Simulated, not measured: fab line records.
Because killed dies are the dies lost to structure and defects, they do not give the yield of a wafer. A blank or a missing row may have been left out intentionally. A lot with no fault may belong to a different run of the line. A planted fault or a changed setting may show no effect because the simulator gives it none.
fab line records	flow nand-harc
record lots=6	wafers=18	last-day=30
route steps=1302 shown A_CONTACT@1089 END@1302
lots that met no fault: taken from a fault-free run of the same line
start-h: start of the lot's first displayed wafer, in hours after the record's first day	wait-h: time in hours since the lot's previous step	" unchanged from the row above	L1.1+2: a single row standing in for several wafers	- no value, or no start was given	* or withheld: withheld	< > ~ a bound
route shown NAME@n: names a module that has steps shown in the file, with the first one's number in the route	usual: average and standard deviation across the fault-free wafers	same: alike in all rows	chamber/n: place in a boat	sites: each site's reading	_std_site: how widely they spread, as a standard deviation	_edge_site: mean of outer sites minus mean of inner sites	radius-mm: for every site, how far away it sits from the centre of the wafer	mask NAME#n: copy n	behind: tool/chamber where the wafer was last shaped	hold: cause of the lot's hold/its duration in hours/its outcome	device: transistor that didn't switch, given as n, p or np	end of line: tests of these same wafers at the route's end	for a step that has no rows: nothing shown but its recipe	killed: at the first sort, the dies lost to defects and structure; wafer yield is something else	map: shows each die of a wafer: x if killed, . if not, _ if none is there
set.NAME: the setting that was run; set.NAME@STEP: the one run at that earlier step	model.NAME: the simulator's own value behind a step, which no gauge read
lots at selected steps of the route; one table per step, one row per wafer
services: a tool's chamber out of use, with start hour (start-h, from the record's first day; less than 0 if before it), hours out, and reason
## steps
# step NHARC_A_CONTACT_ETCH_137
# recipe source-w=withheld	pressure-mtorr=20	bias-v=1200	time-s=311	target-depth-a=19120	ar-flow-sccm=withheld	c4f8-flow-sccm=withheld	o2-flow-sccm=withheld	chemistry=C4F8/O2/Ar
# step NHARC_A_CONTACT_ETCH_138
# recipe source-w=withheld	pressure-mtorr=20	bias-v=1200	time-s=311	target-depth-a=19140	ar-flow-sccm=withheld	c4f8-flow-sccm=withheld	o2-flow-sccm=withheld	chemistry=C4F8/O2/Ar
lot.wafer	tool	chamber	start-h	wait-h	rf-hours-counter-h
L952.1	har-cap-etch-01	0	539.40	0.2	6
L952.2	"	1	"	"	6
L952.3	"	1	"	"	-
L953.2	har-cap-etch-02	1	573.62	0.2	96
L953.4	"	1	"	"	-
L953.6	"	1	"	"	-
L961.4	har-cap-etch-03	1	643.46	0.2	-
L961.5	"	0	"	"	-
L961.6	"	1	"	"	-
L963.1	har-cap-etch-03	0	657.14	0.3	73
L963.3	"	1	"	"	-
L963.6	"	0	"	"	-
L964.2	har-cap-etch-03	1	663.54	0.2	74
L964.3	"	1	"	"	-
L964.4	"	0	"	"	-
L962.4	har-cap-etch-01	1	667.79	0.3	-
L962.5	"	1	"	"	-
L962.6	"	0	"	"	-
# step NHARC_A_CONTACT_ETCH_139
# recipe source-w=withheld	pressure-mtorr=20	bias-v=400	time-s=195	target-depth-a=8400	ar-flow-sccm=withheld	c4f8-flow-sccm=11.5	o2-flow-sccm=7.2	chemistry=C4F8/O2/Ar
lot.wafer	tool	chamber	start-h	wait-h	rf-hours-counter-h
L952.1	har-cap-etch-01	0	539.67	0.2	6
L952.2	"	1	"	"	6
L952.3	"	1	"	"	-
L953.2	har-cap-etch-02	1	573.89	0.2	96
L953.4	"	1	"	"	-
L953.6	"	1	"	"	-
L961.4	har-cap-etch-03	1	643.78	0.3	-
L961.5	"	0	"	"	-
L961.6	"	1	"	"	-
L963.1	har-cap-etch-03	0	657.51	0.3	73
L963.3	"	1	"	"	-
L963.6	"	0	"	"	-
L964.2	har-cap-etch-03	1	663.81	0.2	74
L964.3	"	1	"	"	-
L964.4	"	0	"	"	-
L962.4	har-cap-etch-01	1	668.06	0.2	-
L962.5	"	1	"	"	-
L962.6	"	0	"	"	-
# step NHARC_A_CONTACT_ETCH_92
# recipe target-depth-a=400	over-etch-frac=0.5	time-s=85.7	ion-energy-ev=120	ch3f-flow-sccm=50	o2-flow-sccm=30	ar-flow-sccm=200	rf-w=500	bias-w=100	chemistry=CH3F/O2
# step NHARC_A_CONTACT_ETCH_98
# recipe target-depth-a=200	over-etch-frac=0.5	time-s=10	ion-energy-ev=250	c4f6-flow-sccm=25	o2-flow-sccm=20	ar-flow-sccm=500	rf-w=600	bias-w=500	chemistry=C4F6/O2
# usual drypump-motor-current-A=5.6/0.4	oes-product-au=0.957/0.019	rf-vpp-V=546/3.8	showerhead-plenum-p-Torr=3.89/0.19	throttle-valve-pct=26.905/0.0083
lot.wafer	tool	chamber	start-h	wait-h	drypump-motor-current-A	oes-product-au	rf-hours-counter-h	rf-vpp-V	showerhead-plenum-p-Torr	throttle-valve-pct
L952.3	rie-diel-05	2	-	-	5.8	1.005	51	548	3.97	26.899
L952.1	"	3	"	"	5.2	0.999	45	553	4.16	26.903
L952.2	"	1	"	"	5.8	0.997	52	551	4.12	26.919
L953.2	rie-diel-11	2	-	-	5.8	0.941	19	542	3.72	26.902
L953.4	"	0	"	"	5.4	0.939	18	552	4.13	26.905
L953.6	"	3	"	"	5.1	0.965	-	551	4.07	26.906
L961.4	rie-diel-01	2	-	-	6.4	0.960	28	543	3.68	26.891
L961.5	"	3	"	"	5.8	0.962	-	547	3.92	26.899
L961.6	"	0	"	"	6.0	0.958	-	542	3.69	26.902
L963.1	rie-diel-11	3	-	-	5.0	0.940	7	549	4.06	26.905
L963.3	"	2	"	"	5.8	0.965	8	543	3.71	26.906
L963.6	"	3	"	"	5.0	0.940	-	551	4.06	26.899
L964.3	rie-diel-01	2	-	-	6.4	0.930	36	542	3.68	26.898
L964.2	"	3	"	"	5.8	0.955	38	546	3.92	26.897
L964.4	"	1	"	"	5.2	0.941	32	544	3.80	26.913
L962.4	rie-diel-05	0	-	-	5.0	0.937	24	548	3.93	26.907
L962.6	"	0	"	"	5.0	0.951	-	547	3.93	26.918
L962.5	"	1	"	"	5.8	0.948	-	550	4.10	26.902
# step NHARC_A_CONTACT_CD_MEAS_15
# usual cd-nm=190.1/0.7
lot.wafer	tool	chamber	start-h	wait-h	cd-nm
L952.1	cd-sem-03	-	540.58	-	189.4
L952.2	"	-	"	"	189.9
L952.3	"	-	"	"	189.8
L953.2	cd-sem-01	-	574.68	-	190.4
L953.4	"	-	"	"	190.9
L953.6	"	-	"	"	190.0
L961.4	cd-sem-03	-	644.47	-	188.8
L961.5	"	-	"	"	189.2
L961.6	"	-	"	"	188.7
L963.1	cd-sem-02	-	658.37	-	190.6
L963.3	"	-	"	"	189.9
L963.6	"	-	"	"	190.3
L964.2	cd-sem-01	-	664.63	-	188.2
L964.3	"	-	"	"	188.9
L964.4	"	-	"	"	189.5
L962.4	cd-sem-02	-	668.77	-	190.6
L962.5	"	-	"	"	189.9
L962.6	"	-	"	"	190.6
# step NHARC_A_CONTACT_STRIP_107
# recipe n2-flow-sccm=150	h2-flow-sccm=150	ar-flow-sccm=0	bias-w=0	chemistry=N2/H2
# step NHARC_A_CONTACT_STRIP_108
# recipe cf4-flow-sccm=100	chf3-flow-sccm=30	ar-flow-sccm=0	bias-w=0	chemistry=CF4/CHF3
# step NHARC_A_CONTACT_STRIP_109
# recipe o2-flow-sccm=400	cos-flow-sccm=20	ar-flow-sccm=0	bias-w=0	chemistry=O2/COS
# step NHARC_A_CONTACT_ETCH_110
# recipe target-depth-a=600	overetch-a=60	time-s=33	ion-energy-ev=100	cf4-flow-sccm=80	o2-flow-sccm=20	ar-flow-sccm=0	rf-w=300	bias-w=100	chemistry=CF4/O2
# step NHARC_A_CONTACT_STRIP_26
# recipe o2-flow-sccm=500	ar-flow-sccm=0	bias-w=0	chemistry=O2
# usual drypump-motor-current-A=5.6/0.39	oes-product-au=1.001/0.0094	rf-vpp-V=57.7/0.84	showerhead-plenum-p-Torr=3.52/0.17	throttle-valve-pct=17.036/0.0092
lot.wafer	tool	chamber	start-h	wait-h	drypump-motor-current-A	oes-product-au	rf-hours-counter-h	rf-vpp-V	showerhead-plenum-p-Torr	throttle-valve-pct
L952.3	rie-diel-05	2	-	-	5.9	0.999	51	58.7	3.57	17.036
L952.2	"	3	"	"	5.2	0.997	45	58.9	3.75	17.040
L952.1	"	0	"	"	5.0	1.020	46	56.8	3.55	17.016
L953.2	rie-diel-11	0	-	-	5.4	1.002	18	58.2	3.72	17.038
L953.4	"	2	"	"	5.8	1.017	19	56.3	3.34	17.030
L953.6	"	1	"	"	6.1	1.013	-	58.1	3.30	17.030
L961.4	rie-diel-11	1	-	-	6.1	1.002	6	56.7	3.30	17.036
L961.6	"	3	"	"	5.1	0.995	-	57.8	3.66	17.050
L961.5	"	0	"	"	5.4	0.998	-	58.2	3.71	17.045
L963.1	rie-diel-11	3	-	-	5.1	0.988	7	58.1	3.65	17.033
L963.3	"	2	"	"	5.9	0.993	8	58.3	3.33	17.048
L963.6	"	3	"	"	5.1	0.993	-	56.8	3.66	17.025
L964.4	rie-diel-11	1	-	-	6.1	0.998	9	57.4	3.29	17.015
L964.2	"	3	"	"	5.1	0.997	9	57.8	3.65	17.037
L964.3	"	0	"	"	5.4	0.990	8	57.9	3.71	17.022
L962.4	rie-diel-05	1	-	-	5.8	1.003	23	58.1	3.69	17.042
L962.5	"	1	"	"	5.8	1.002	-	57.9	3.69	17.046
L962.6	"	2	"	"	5.9	1.015	-	58.4	3.55	17.022
# step NHARC_A_CONTACT_STRIP_27
# recipe time-s=600	temp-c=30	chemistry=post-etch-residue-remover
# step NHARC_A_CONTACT_ALD_18
# recipe target-thk-a=30	pulse-time-s=1	ald-cycles=150	temp-c=450	material=TiN
# usual ald-cycles=150/0	heater-power-w=1122/84	precursor-pulse-height-rel=1.001/0.019
lot.wafer	tool	chamber	start-h	wait-h	ald-cycles	heater-power-w	precursor-pulse-height-rel
L952.3	ald-metal-04	3	541.52	-	150	1135	0.983
L952.1	"	1	"	"	150	1050	1.027
L952.2	"	2	"	"	150	1086	0.982
L953.4	ald-metal-04	3	575.63	-	150	1128	1.003
L953.2	"	0	"	"	150	1123	0.983
L953.6	"	3	"	"	150	1146	0.979
L961.4	ald-metal-04	0	645.49	-	131	1128	0.964
L961.6	"	2	"	"	131	1152	1.040
L961.5	"	3	"	"	131	1165	0.996
L963.1	ald-metal-01	0	659.31	-	150	1342	1.025
L963.3	"	2	"	"	150	1133	1.029
L963.6	"	3	"	"	150	1144	1.015
L964.2	ald-metal-03	1	665.57	-	150	1126	1.034
L964.4	"	2	"	"	150	1043	1.008
L964.3	"	0	"	"	150	1036	1.012
L962.4	ald-metal-04	3	669.75	-	131	1159	0.996
L962.6	"	2	"	"	131	1193	1.000
L962.5	"	3	"	"	131	1174	1.021
# step NHARC_A_CONTACT_CVD_19
# recipe target-thk-a=3000	temp-c=300	pressure-torr=40	wf6-flow-sccm=40	h2-flow-sccm=1600	ar-flow-sccm=1560	time-s=802	material=W
# usual heater-power-w=502/56	throttle-valve-pct=7.9/0.34
lot.wafer	tool	chamber	start-h	wait-h	heater-power-w	throttle-valve-pct
L952.1	cvd-w-02	1	-	-	488	7.9
L952.2	"	0	"	"	437	8.1
L952.3	"	0	"	"	443	8.0
L953.2	cvd-w-02	0	-	-	445	8.0
L953.4	"	0	"	"	441	8.2
L953.6	"	1	"	"	507	8.0
L961.4	cvd-w-02	1	-	-	478	7.8
L961.5	"	1	"	"	472	7.8
L961.6	"	1	"	"	479	7.8
L963.1	cvd-w-01	1	-	-	577	8.2
L963.3	"	0	"	"	578	7.1
L963.6	"	0	"	"	582	7.3
L964.2	cvd-w-02	1	-	-	481	7.8
L964.3	"	0	"	"	448	8.3
L964.4	"	1	"	"	474	7.9
L962.4	cvd-w-01	1	-	-	562	8.1
L962.5	"	0	"	"	584	7.4
L962.6	"	1	"	"	561	8.3
# step NHARC_END_SORT_01
# recipe temp-c=25
# usual killed-at-array=57/18	killed-at-other=0.9/1.3	killed-at-periphery=3.5/2.2	killed-dies=62/18	killed-open=3.0/1.7	killed-short=2.3/1.5
# same gross-dies=677
lot.wafer	tool	chamber	start-h	wait-h	killed-at-array	killed-at-other	killed-at-periphery	killed-dies	killed-open	killed-short
L952.1	prober-01	0	591.19	2.5	80	0	1	81	0	4
L952.2	prober-01	0	591.99	2.8	74	0	2	76	3	3
L952.3	prober-01	0	592.80	3.1	83	1	6	90	8	2
L953.2	prober-01	0	623.03	2.8	44	1	2	47	2	3
L953.4	prober-01	0	624.64	3.4	59	1	2	62	4	3
L953.6	prober-01	0	626.25	4.0	57	2	1	60	1	3
L961.4	prober-01	0	694.96	3.4	46	1	6	53	2	6
L961.5	prober-01	0	695.75	3.7	50	1	5	56	5	0
L961.6	prober-01	0	696.55	4.0	52	0	2	54	5	0
L963.1	prober-02	0	706.46	2.5	62	0	3	65	1	5
L963.3	prober-02	0	708.09	3.1	67	1	6	74	4	3
L963.6	prober-02	0	710.54	4.1	58	1	4	63	5	5
L964.2	prober-01	0	714.95	2.8	59	0	6	65	2	1
L964.3	prober-01	0	715.76	3.1	66	1	3	70	1	1
L964.4	prober-01	0	716.56	3.4	75	0	6	81	8	2
L962.4	prober-02	0	717.58	3.4	52	4	2	58	3	3
L962.5	prober-02	0	718.38	3.7	52	1	2	55	2	3
L962.6	prober-02	0	719.19	4.0	47	0	2	49	1	1
# killed by level:class
L952.1 A_CHANNEL_HOLE_D2:chamber-film-flake=36 A_CHANNEL_HOLE_D1:chamber-film-flake=30 A_CONTACT:chamber-film-flake=4 A_CHANNEL_FILL_D2:chamber-film-flake=3 A_BONDPAD:chamber-film-flake=2 A_ONON_D2:geometric-particle:short=1 A_CHANNEL_FILL_D2:geometric-particle:short=1 A_SGD_CUT:geometric-particle:short=1
L952.2 A_CHANNEL_HOLE_D1:chamber-film-flake=33 A_CHANNEL_HOLE_D2:chamber-film-flake=29 A_CHANNEL_FILL_D2:chamber-film-flake=3 A_CHANNEL_FILL_D1:geometric-particle:short=2 A_M0:geometric-particle:open=2 P_GATE:chamber-film-flake=2 A_CONTACT:chamber-film-flake=2 A_ONON_D1:geometric-particle:open=1
L952.3 A_CHANNEL_HOLE_D2:chamber-film-flake=35 A_CHANNEL_HOLE_D1:chamber-film-flake=25 A_CONTACT:chamber-film-flake=8 A_STAIRCASE:chamber-film-flake=3 A_ONON_D1:geometric-particle:open=2 A_M1:geometric-particle:open=2 P_STI:chamber-film-flake=2 A_CHANNEL_FILL_D2:chamber-film-flake=2
L953.2 A_CHANNEL_HOLE_D1:chamber-film-flake=31 A_CHANNEL_HOLE_D2:chamber-film-flake=7 P_M0:geometric-particle:short=1 A_CHANNEL_FILL_D1:geometric-particle:short=1 A_SGD_CUT:geometric-particle:open=1 A_WL_FILL:geometric-particle:open=1 A_WL_FILL:geometric-particle:short=1 P_GATE:chamber-film-flake=1
L953.4 A_CHANNEL_HOLE_D1:chamber-film-flake=36 A_CHANNEL_HOLE_D2:chamber-film-flake=10 A_CONTACT:chamber-film-flake=3 A_STAIRCASE:chamber-film-flake=2 P_GATE:geometric-particle:short=1 A_ONON_D1:geometric-particle:short=1 A_DECK1_JOINT:geometric-particle:open=1 A_CHANNEL_FILL_D2:geometric-particle:short=1
L953.6 A_CHANNEL_HOLE_D1:chamber-film-flake=39 A_CHANNEL_HOLE_D2:chamber-film-flake=7 A_STAIRCASE:chamber-film-flake=2 A_WL_FILL:chamber-film-flake=2 A_CONTACT:chamber-film-flake=2 THIN_TSV:chamber-film-flake=2 A_CHANNEL_FILL_D1:geometric-particle:short=1 A_CHANNEL_FILL_D2:geometric-particle:short=1
L961.4 A_SLIT:chamber-film-flake=31 A_CHANNEL_HOLE_D1:chamber-film-flake=7 P_STI:chamber-film-flake=2 P_CONTACT:geometric-particle:short=1 P_M1:geometric-particle:short=1 P_M1:geometric-particle:open=1 A_ONON_D1:geometric-particle:open=1 A_ONON_D1:geometric-particle:short=1
L961.5 A_SLIT:chamber-film-flake=32 A_CHANNEL_HOLE_D1:chamber-film-flake=6 P_ZERO_WELL:chamber-film-flake=4 A_STAIRCASE:chamber-film-flake=3 A_M1:chamber-film-flake=2 P_M0:geometric-particle:open=1 A_ONON_D1:geometric-particle:open=1 A_CHANNEL_FILL_D1:geometric-particle:open=1
L961.6 A_SLIT:chamber-film-flake=35 A_CHANNEL_HOLE_D1:chamber-film-flake=6 A_DECK1_JOINT:chamber-film-flake=3 A_DECK1_JOINT:geometric-particle:open=2 A_ONON_D1:geometric-particle:open=1 A_CHANNEL_HOLE_D2:geometric-particle:open=1 A_SGD_CUT:geometric-particle:open=1 P_ZERO_WELL:chamber-film-flake=1
L963.1 A_SLIT:chamber-film-flake=24 A_CHANNEL_HOLE_D2:chamber-film-flake=13 A_CHANNEL_HOLE_D1:chamber-film-flake=9 A_STAIRCASE:chamber-film-flake=6 A_ONON_D2:geometric-particle:short=2 A_BLC:chamber-film-flake=2 A_SGD_CUT:chamber-film-flake=2 P_CONTACT:geometric-particle:short=1
L963.3 A_SLIT:chamber-film-flake=25 A_CHANNEL_HOLE_D2:chamber-film-flake=21 A_STAIRCASE:chamber-film-flake=5 P_GATE:chamber-film-flake=4 A_CHANNEL_FILL_D2:chamber-film-flake=4 A_DECK1_JOINT:chamber-film-flake=3 A_CHANNEL_HOLE_D1:chamber-film-flake=2 P_M0:geometric-particle:open=1
L963.6 A_SLIT:chamber-film-flake=24 A_CHANNEL_HOLE_D2:chamber-film-flake=9 A_CHANNEL_HOLE_D1:chamber-film-flake=6 A_DECK1_JOINT:chamber-film-flake=3 A_BLC:chamber-film-flake=3 A_ONON_D1:geometric-particle:short=2 A_STAIRCASE:chamber-film-flake=2 P_CONTACT:geometric-particle:short=1
L964.2 A_SLIT:chamber-film-flake=33 A_CHANNEL_HOLE_D2:chamber-film-flake=13 P_GATE:chamber-film-flake=4 A_CHANNEL_HOLE_D1:chamber-film-flake=4 A_STAIRCASE:chamber-film-flake=3 A_CONTACT:chamber-film-flake=2 P_GATE:geometric-particle:short=1 A_WL_FILL:geometric-particle:open=1
L964.3 A_SLIT:chamber-film-flake=32 A_CHANNEL_HOLE_D2:chamber-film-flake=18 A_CHANNEL_HOLE_D1:chamber-film-flake=8 A_CONTACT:chamber-film-flake=4 P_STI:chamber-film-flake=2 A_ONON_D1:geometric-particle:short=1 A_DECK1_JOINT:geometric-particle:open=1 P_GATE:chamber-film-flake=1
L964.4 A_SLIT:chamber-film-flake=29 A_CHANNEL_HOLE_D2:chamber-film-flake=21 A_CHANNEL_HOLE_D1:chamber-film-flake=6 A_STAIRCASE:chamber-film-flake=5 A_CHANNEL_FILL_D1:geometric-particle:open=4 A_CONTACT:chamber-film-flake=3 A_CONTACT:geometric-particle:open=2 P_STI:chamber-film-flake=2
L962.4 A_CHANNEL_HOLE_D1:chamber-film-flake=31 A_SGD_CUT:chamber-film-flake=5 A_SLIT:chamber-film-flake=4 A_DECK1_JOINT:chamber-film-flake=3 A_CONTACT:chamber-film-flake=3 THIN_TSV:chamber-film-flake=3 P_GATE:chamber-film-flake=2 A_SOURCE_PLATE:geometric-particle:open=1
L962.5 A_CHANNEL_HOLE_D1:chamber-film-flake=35 A_CONTACT:chamber-film-flake=3 A_SGD_CUT:chamber-film-flake=3 A_SLIT:chamber-film-flake=3 A_DECK1_JOINT:chamber-film-flake=2 A_STAIRCASE:chamber-film-flake=2 P_CONTACT:geometric-particle:open=1 A_DECK1_JOINT:geometric-particle:short=1
L962.6 A_CHANNEL_HOLE_D1:chamber-film-flake=35 A_SGD_CUT:chamber-film-flake=4 A_SLIT:chamber-film-flake=2 A_STAIRCASE:chamber-film-flake=2 P_M2:geometric-particle:short=1 A_ONON_D1:geometric-particle:open=1 P_M0:chamber-film-flake=1 A_DECK1_JOINT:chamber-film-flake=1
## services
tool	chamber	start-h	hours	kind
ald-metal-01	-	526.00	10.0	pm
cvd-w-02	-	536.36	0.8	repair
rie-diel-11	0	539.69	-	clean
rie-diel-11	1	539.69	-	clean
rie-diel-11	2	539.69	-	clean
rie-diel-11	3	539.69	-	clean
ald-metal-04	-	542.86	2.0	repair
cvd-w-01	-	547.16	13.0	pm
rie-diel-11	-	547.39	0.5	repair
rie-diel-11	3	550.39	8.1	repair
rie-diel-01	-	558.24	9.0	pm
rie-diel-11	0	564.38	-	clean
rie-diel-11	1	564.38	-	clean
rie-diel-11	2	564.38	-	clean
ald-metal-03	-	568.00	10.0	pm
rie-diel-05	-	583.85	9.0	pm
ald-metal-01	2	594.13	10.5	repair
rie-diel-11	-	609.69	9.0	pm
rie-diel-11	-	619.94	0.7	repair
cvd-w-02	0	627.32	27.5	repair
ald-metal-03	-	629.36	1.0	repair
cvd-w-02	-	631.32	13.0	pm
cvd-w-01	-	648.61	0.5	repair
ald-metal-04	-	652.02	10.0	pm
## key
first-sign step=NHARC_A_CONTACT_ALD_18	reading=ald-cycles	direction=down	sigmas=99+	usual=150	struck=131
effect none on later readings
met-at NHARC_A_CONTACT_ALD_18
struck-wafers L961.4,L961.5,L961.6,L962.4,L962.5,L962.6
tester-left-out L961,L962
onset-between 575.63 645.49
fault kind=process-parameter-drift	tool=ald-metal-04	chamber=-	onset-h=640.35	steps=NHARC_A_CONTACT_ALD_18	channel=ald-cycles	offset=-19	shape=step	end-h=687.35	acts-in=these-recipes-only	stated=150
# tester-left-out: of these lots the tester's yield and bins aren't shown, on N5 and GAA mostly nor the transistor test; their killed dies are dies lost to structure and defects alone, not to doping, threshold or leakage, so they don't give the yield
